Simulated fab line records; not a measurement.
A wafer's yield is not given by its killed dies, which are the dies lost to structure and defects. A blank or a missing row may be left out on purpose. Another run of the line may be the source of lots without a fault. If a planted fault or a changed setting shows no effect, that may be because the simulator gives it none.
Matching of chambers :: flow nandHarc :: 4 sister chambers for NHARC_A_STAIRCASE_ETCH_444 on rieDiel-02
The step etches the open film in C4F8/O2, target depth 20400 nm, time 6800 s. 8 wafers are shown with their chamber, then 8 later ones without.

EACH WAFER AND ITS CHAMBER
wafer: L077.1
chamber: 1
rfVppV (V): 804
biasW (W): 994.4

wafer: L077.6
chamber: 0
rfVppV (V): 810
biasW (W): 1004.6

wafer: L082.3
chamber: 2
rfVppV (V): 800
biasW (W): 1004.4

wafer: L082.4
chamber: 1
rfVppV (V): 802
biasW (W): 997.5

wafer: L084.4
chamber: 3
rfVppV (V): 804
biasW (W): 997.3

wafer: L084.3
chamber: 2
rfVppV (V): 800
biasW (W): 1003.2

wafer: L084.5
chamber: 0
rfVppV (V): 809
biasW (W): 996.7

wafer: L090.4
chamber: 3
rfVppV (V): 805
biasW (W): 1000.8

WAFERS WITHOUT THEIR CHAMBER
wafer: L090.5
rfVppV (V): 799
biasW (W): 1000.0

wafer: L090.6
rfVppV (V): 806
biasW (W): 1002.2

wafer: L091.1
rfVppV (V): 803
biasW (W): 1001.5

wafer: L091.3
rfVppV (V): 799
biasW (W): 997.7

wafer: L091.5
rfVppV (V): 802
biasW (W): 993.4

wafer: L097.1
rfVppV (V): 805
biasW (W): 999.3

wafer: L097.2
rfVppV (V): 801
biasW (W): 1000.9

wafer: L097.5
rfVppV (V): 802
biasW (W): 999.9

CHAMBER TAKEN BY EACH
wafer: L090.5
from the rows above: 2
in truth: 2

wafer: L090.6
from the rows above: can't be placed: 3 or 1
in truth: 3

wafer: L091.1
from the rows above: can't be placed: 1 or 3 or 2
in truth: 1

wafer: L091.3
from the rows above: 2
in truth: 2

wafer: L091.5
from the rows above: can't be placed: 1 or 3
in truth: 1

wafer: L097.1
from the rows above: can't be placed: 3 or 1
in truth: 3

wafer: L097.2
from the rows above: can't be placed: 2 or 1
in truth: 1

wafer: L097.5
from the rows above: can't be placed: 1 or 2 or 3
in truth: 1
Correctly placed: 2 of 8. Unplaceable from these rows: 6, with the true chamber sitting among the candidates in 6. Wrongly placed: 0.
How it was worked out, from the rows above alone: a wafer's distance from a chamber is the root of the sum, over the readings, of the square of ((its reading less the chamber's mean) divided by the reading's scatter). If the next closest chamber is less than 2 further off than the closest, the wafer can't be placed; otherwise it belongs to the closest. For every chamber, the mean is computed from those of its wafers that are shown. The scatter: take each reading less its chamber's mean, square it, sum over the shown wafers, divide by the number of wafers less the number of chambers, and take the root.
